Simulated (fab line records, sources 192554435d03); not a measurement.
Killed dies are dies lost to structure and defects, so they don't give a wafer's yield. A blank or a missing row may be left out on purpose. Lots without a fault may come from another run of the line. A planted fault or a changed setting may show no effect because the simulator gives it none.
fab line records | flow n5_finfet | part 2 of 2: steps 5 to 6 of 6
record lots=22 wafers=66 last_day=18
route steps=1938 shown MOL_CONTACT_COAG@532
lots that met no fault: from a run of the same line without faults
start_h: hours from the record's first day to the start of the lot's first wafer shown | wait_h: hours since the lot's step before | " the same as in the row above | L1.1+2: a row that stands for several wafers | - no value, or no start given | * or withheld: withheld | < > ~ a bound
route shown NAME@n: a module of which the file shows steps, and the number in the route of the first | usual: mean/standard deviation of fault-free wafers | same: alike in all rows | chamber/n: place in a boat | sites: the reading at each site | _std_site: their standard deviation | _edge_site: outer sites' mean less inner sites' | radius_mm: how far each site lies from the wafer's centre | mask NAME#n: copy n | behind: the tool/chamber that last shaped the wafer | hold: why the lot was held/for how many hours/how that ended | device: the transistor (n, p or np) that didn't switch | end of line: the same wafers' tests at the end of the route | a step without rows: its recipe alone | killed: dies lost to structure and defects at the first sort, not the wafer's yield | map: a wafer's dies, x killed, . not, _ none there
set.NAME: the setting as run; set.NAME@STEP: as run at that earlier step | model.NAME: the simulator's own value behind a step, which no gauge read
steps of the route over a sample of lots; a table a step, a row a wafer
services: from which hour (start_h, from the record's first day; less than 0 if before it) a tool's chamber was out of use, for how many hours, and why
## steps
# step N5_MOL_CONTACT_COAG_ETCH_65
# recipe chemistry=N2/H2 target=underlayer target_depth_a=130 mask_material=CAR-EUV time_s=10.4 ion_energy_ev=200 pressure_mtorr=30 source_w=840 bias_w=150 n2_flow_sccm=200 h2_flow_sccm=200 ends=cleared
# usual drypump_motor_current_A=5.6/0.46 etch_rf_on_time_s=10.44/0.19 oes_product_au=0.69/0.072 rf_vpp_V=524.3/2.5 showerhead_plenum_p_Torr=2.56/0.089 throttle_valve_pct=17.78/0.2
# columns lot.wafer tool chamber start_h wait_h drypump_motor_current_A etch_rf_on_time_s oes_product_au rf_hours_counter_h rf_vpp_V showerhead_plenum_p_Torr throttle_valve_pct
L074.2 rie_diel-05 3 102.50 0.0 5.7 10.49 0.63 176 523.6 2.51 17.53
L074.3 " 1 " " 5.4 10.35 0.59 230 524.0 2.52 18.19
L074.4 " 0 " " 5.6 10.43 0.78 19 530.7 2.72 17.76
L076.1 rie_diel-02 2 110.30 0.0 6.6 10.27 0.67 127 521.9 2.44 17.70
L076.2 " 1 " " 5.4 10.71 0.58 239 525.3 2.62 18.25
L076.4 " 3 " " 5.5 10.52 0.78 23 523.0 2.50 17.81
L075.3 rie_diel-05 2 111.08 0.0 5.8 10.43 0.61 169 527.1 2.63 17.36
L075.4 " 1 " " 5.4 10.50 0.59 234 522.0 2.52 18.21
L075.5 " 0 " " 5.6 10.54 0.77 - 527.7 2.72 17.75
L077.1 rie_diel-05 3 119.07 0.0 5.7 10.52 0.61 181 523.1 2.51 17.55
L077.4 " 2 " " 5.8 10.56 0.60 171 526.8 2.63 17.36
L077.6 " 0 " " 5.6 10.54 0.77 - 528.5 2.72 17.77
L078.3 rie_diel-04 1 122.26 0.0 5.4 10.45 0.59 243 523.5 2.52 17.92
L078.5 " 2 " " 5.7 9.92 0.66 - 527.6 2.64 18.08
L078.6 " 3 " " 5.0 10.04 0.82 - 528.0 2.71 17.61
L079.1 rie_diel-02 1 136.37 0.0 5.3 10.79 0.57 249 525.3 2.62 18.29
L079.2 " 2 " " 6.6 10.45 0.66 136 520.5 2.43 17.70
L079.6 " 1 " " 5.4 10.71 0.57 - 525.7 2.62 18.28
L081.2 rie_diel-02 3 143.15 0.0 5.5 10.62 0.77 27 522.9 2.49 17.83
L081.4 " 3 " " 5.5 10.64 0.77 - 522.0 2.50 17.85
L081.5 " 0 " " 5.4 10.55 0.68 - 524.2 2.57 17.60
L080.1 rie_diel-02 3 147.99 0.0 5.5 10.71 0.77 29 521.3 2.49 17.85
L080.2 " 2 " " 6.6 10.43 0.66 142 521.3 2.43 17.72
L080.4 " 2 " " 6.6 10.46 0.66 - 520.6 2.43 17.72
L082.4 rie_diel-02 2 153.03 0.0 6.6 10.48 0.65 - 519.6 2.43 17.73
L082.5 " 0 " " 5.4 10.73 0.68 - 525.7 2.57 17.58
L082.6 " 3 " " 5.5 10.79 0.76 - 522.4 2.49 17.83
L083.1 rie_diel-04 2 155.44 0.0 5.7 10.20 0.64 169 525.8 2.64 18.11
L083.2 " 0 " " 5.9 10.66 0.64 165 521.4 2.55 17.73
L083.6 " 2 " " 5.7 10.12 0.64 - 526.2 2.64 18.09
L084.3 rie_diel-04 1 164.38 0.0 5.4 10.54 0.83 1 522.5 2.52 17.52
L084.5 " 3 " " 5.0 10.15 0.79 - 528.7 2.70 17.65
L084.6 " 2 " " 5.7 10.24 0.64 - 527.6 2.64 18.09
L085.1 rie_diel-02 0 170.34 0.0 5.4 10.37 0.68 113 523.3 2.56 17.62
L085.3 " 2 " " 6.6 10.42 0.65 152 519.8 2.43 17.74
L085.5 " 1 " " 5.4 10.32 0.81 - 526.4 2.62 17.86
L088.1 rie_diel-02 2 190.08 0.0 6.6 10.49 0.64 158 519.2 2.43 17.76
L088.4 " 1 " " 5.4 10.35 0.79 8 524.7 2.61 17.87
L088.5 " 3 " " 5.5 10.62 0.74 - 522.4 2.49 17.88
L087.1 rie_diel-04 1 190.33 0.0 5.4 10.41 0.79 9 523.2 2.52 17.52
L087.3 " 0 " " 5.9 10.51 0.63 177 523.7 2.54 17.75
L087.4 " 2 " " 5.7 10.18 0.64 181 526.4 2.63 18.13
L089.3 rie_diel-02 2 193.29 0.0 6.6 10.60 0.64 159 521.7 2.43 17.76
L089.5 " 3 " " 5.5 10.73 0.74 - 522.4 2.49 17.86
L089.6 " 2 " " 6.6 10.53 0.64 - 519.9 2.43 17.75
L090.3 rie_diel-02 3 201.81 0.0 5.5 10.70 0.74 48 523.3 2.49 17.87
L090.4 " 0 " " 5.4 10.44 0.67 122 525.2 2.56 17.63
L090.6 " 1 " " 5.4 10.36 0.77 - 526.4 2.61 17.88
L091.2 rie_diel-04 3 205.60 0.0 5.0 10.19 0.77 45 529.7 2.70 17.66
L091.3 " 1 " " 5.4 10.52 0.78 14 522.1 2.51 17.54
L091.6 " 1 " " 5.4 10.52 0.77 - 523.3 2.51 17.54
L092.2 rie_diel-05 1 208.32 0.0 5.4 10.08 0.82 8 522.4 2.51 17.81
L092.3 " 2 " " 5.8 10.40 0.60 207 526.6 2.62 17.40
L092.4 " 0 " " 5.6 10.58 0.72 - 527.8 2.70 17.83
L093.1 rie_diel-05 3 215.43 0.0 5.7 10.37 0.60 220 523.9 2.49 17.62
L093.2 " 1 " " 5.4 9.93 0.83 10 522.7 2.51 17.80
L093.4 " 2 " " 5.8 10.24 0.61 209 526.3 2.62 17.42
L095.2 rie_diel-02 0 225.90 0.0 5.4 10.46 0.66 130 524.4 2.55 17.65
L095.3 " 3 " " 5.5 10.72 0.73 58 522.8 2.48 17.90
L095.4 " 2 " " 6.6 10.45 0.64 170 521.2 2.42 17.77
L096.3 rie_diel-02 0 234.45 0.0 5.4 10.58 0.66 133 523.9 2.55 17.65
L096.5 " 0 " " 5.4 10.62 0.66 - 523.4 2.55 17.65
L096.6 " 1 " " 5.4 10.57 0.75 - 525.3 2.61 17.89
L097.1 rie_diel-04 3 237.23 0.0 5.0 10.15 0.75 56 527.3 2.69 17.68
L097.4 " 2 " " 5.7 10.15 0.63 197 526.2 2.63 18.15
L097.5 " 0 " " 5.9 10.55 0.63 - 524.0 2.53 17.79
# step N5_MOL_CONTACT_COAG_ETCHBACK_136
# recipe chemistry=CHF3 target=SiO2 target_depth_a=250 time_s=16.7 ion_energy_ev=200 pressure_mtorr=30 source_w=610 bias_w=170 Ar_flow_sccm=200 CHF3_flow_sccm=50
# usual drypump_motor_current_A=5.6/0.36 oes_f_703_au=0.81/0.093 oes_product_au=0.81/0.091 rf_vpp_V=522/8.4 showerhead_plenum_p_Torr=2.41/0.077 throttle_valve_pct=18.58/0.21
# same time_s=16.7
# columns lot.wafer tool chamber start_h wait_h drypump_motor_current_A oes_f_703_au oes_product_au rf_hours_counter_h rf_vpp_V showerhead_plenum_p_Torr throttle_valve_pct
L074.2 rie_diel-02 2 102.92 0.0 6.6 0.77 0.79 124 527 2.29 18.53
L074.3 " 3 " " 5.5 0.94 0.93 20 507 2.35 18.76
L074.4 " 1 " " 5.4 0.68 0.68 236 535 2.45 19.07
L076.1 rie_diel-05 0 110.83 0.0 5.6 0.90 0.90 22 525 2.50 18.41
L076.2 " 1 " " 5.4 0.70 0.69 233 524 2.34 18.89
L076.4 " 3 " " 5.7 0.72 0.73 178 540 2.37 18.54
L075.3 rie_diel-05 1 111.48 0.0 5.4 0.70 0.69 234 524 2.34 18.91
L075.4 " 3 " " 5.7 0.71 0.73 178 539 2.37 18.53
L075.5 " 1 " " 5.4 0.70 0.68 - 525 2.34 18.91
L077.1 rie_diel-04 3 119.48 0.0 4.9 0.97 0.95 14 525 2.54 18.44
L077.4 " 2 " " 5.7 0.79 0.77 154 510 2.49 18.89
L077.6 " 3 " " 4.9 0.97 0.96 - 526 2.54 18.44
L078.3 rie_diel-05 0 122.66 0.0 5.6 0.89 0.90 26 526 2.50 18.40
L078.5 " 0 " " 5.6 0.89 0.89 - 525 2.50 18.42
L078.6 " 1 " " 5.4 0.69 0.68 - 522 2.34 18.91
L079.1 rie_diel-04 1 136.84 0.0 5.4 0.70 0.69 248 515 2.34 18.60
L079.2 " 3 " " 5.0 0.96 0.94 21 526 2.54 18.46
L079.6 " 1 " " 5.4 0.70 0.68 - 517 2.34 18.61
L081.2 rie_diel-04 3 143.56 0.0 5.0 0.94 0.94 23 526 2.54 18.47
L081.4 " 1 " " 5.4 0.69 0.68 250 517 2.34 18.61
L081.5 " 3 " " 5.0 0.95 0.93 - 526 2.54 18.46
L080.1 rie_diel-05 0 148.44 0.0 5.6 0.87 0.89 36 526 2.49 18.43
L080.2 " 2 " " 5.8 0.73 0.71 180 518 2.47 18.38
L080.4 " 3 " " 5.7 0.70 0.72 193 540 2.36 18.57
L082.4 rie_diel-04 3 153.63 0.0 5.0 0.93 0.93 - 526 2.54 18.46
L082.5 " 0 " " 5.9 0.75 0.76 - 523 2.37 18.56
L082.6 " 2 " " 5.7 0.78 0.75 - 509 2.48 18.94
L083.1 rie_diel-02 3 155.88 0.0 5.5 0.90 0.89 33 507 2.35 18.78
L083.2 " 0 " " 5.4 0.80 0.79 106 523 2.39 18.45
L083.6 " 3 " " 5.5 0.91 0.88 - 507 2.35 18.78
L084.3 rie_diel-04 3 164.79 0.0 5.0 0.93 0.91 33 524 2.53 18.48
L084.5 " 1 " " 5.4 0.97 0.95 - 516 2.34 18.20
L084.6 " 0 " " 5.9 0.74 0.77 - 525 2.37 18.58
L085.1 rie_diel-04 2 170.84 0.0 5.7 0.77 0.75 176 509 2.48 18.95
L085.3 " 0 " " 5.9 0.74 0.76 171 523 2.37 18.58
L085.5 " 1 " " 5.4 0.94 0.94 - 516 2.33 18.19
L088.1 rie_diel-02 1 190.81 0.0 5.4 0.90 0.93 8 536 2.44 18.70
L088.4 " 0 " " 5.4 0.78 0.78 119 522 2.39 18.46
L088.5 " 1 " " 5.4 0.90 0.92 - 537 2.44 18.72
L087.1 rie_diel-04 1 190.99 0.0 5.4 0.94 0.92 10 516 2.33 18.22
L087.3 " 2 " " 5.7 0.76 0.74 181 510 2.48 18.95
L087.4 " 0 " " 5.9 0.73 0.75 177 524 2.37 18.61
L089.3 rie_diel-05 1 193.70 0.0 5.4 0.97 0.99 3 524 2.33 18.53
L089.5 " 1 " " 5.4 0.98 0.98 - 523 2.33 18.51
L089.6 " 0 " " 5.6 0.84 0.85 - 526 2.49 18.48
L090.3 rie_diel-05 2 202.21 0.0 5.8 0.71 0.70 204 518 2.46 18.42
L090.4 " 1 " " 5.4 0.97 0.97 6 523 2.33 18.50
L090.6 " 2 " " 5.8 0.71 0.70 - 518 2.46 18.42
L091.2 rie_diel-04 1 206.03 0.0 5.4 0.92 0.92 14 516 2.33 18.21
L091.3 " 3 " " 5.0 0.91 0.89 45 525 2.53 18.48
L091.6 " 3 " " 5.0 0.90 0.89 - 524 2.53 18.49
L092.2 rie_diel-02 1 208.96 0.0 5.4 0.88 0.90 14 537 2.44 18.71
L092.3 " 0 " " 5.4 0.77 0.77 124 522 2.39 18.48
L092.4 " 3 " " 5.5 0.88 0.86 51 506 2.34 18.80
L093.1 rie_diel-04 0 215.83 0.0 5.9 0.73 0.74 184 524 2.36 18.61
L093.2 " 1 " " 5.4 0.92 0.89 17 516 2.33 18.20
L093.4 " 2 " " 5.7 0.76 0.73 190 509 2.47 18.95
L095.2 rie_diel-04 3 226.46 0.0 5.0 0.89 0.88 53 524 2.53 18.51
L095.3 " 1 " " 5.4 0.91 0.89 21 517 2.33 18.23
L095.4 " 0 " " 5.9 0.72 0.74 189 524 2.36 18.62
L096.3 rie_diel-05 1 234.88 0.0 5.4 0.93 0.93 15 523 2.33 18.52
L096.5 " 0 " " 5.6 0.83 0.84 - 526 2.48 18.50
L096.6 " 3 " " 5.7 0.68 0.70 - 538 2.35 18.62
L097.1 rie_diel-02 0 237.81 0.0 5.4 0.76 0.77 134 522 2.38 18.49
L097.4 " 2 " " 6.6 0.73 0.74 174 527 2.27 18.62
L097.5 " 2 " " 6.6 0.72 0.74 - 526 2.27 18.61
## services
# columns tool chamber start_h hours kind
rie_diel-04 - 86.97 0.2 repair
rie_diel-05 1 89.57 3.7 repair
rie_diel-04 3 103.87 1.6 repair
rie_diel-02 2 123.38 3.3 repair
rie_diel-02 3 124.20 18.9 repair
rie_diel-05 2 127.78 5.4 repair
rie_diel-04 0 133.20 5.6 repair
rie_diel-02 1 143.12 - clean
rie_diel-02 1 143.12 - consumable_replace:focus_ring
rie_diel-02 1 143.12 20.1 scheduled_down
rie_diel-02 1 143.12 20.1 vent_cycle
rie_diel-04 1 144.24 - clean
rie_diel-04 1 144.24 - consumable_replace:focus_ring
rie_diel-04 1 144.24 17.1 scheduled_down
rie_diel-04 1 144.24 17.1 vent_cycle
rie_diel-05 1 153.82 - clean
rie_diel-05 1 153.82 - consumable_replace:focus_ring
rie_diel-05 1 153.82 20.4 scheduled_down
rie_diel-05 1 153.82 20.4 vent_cycle
rie_diel-05 3 207.52 3.0 repair
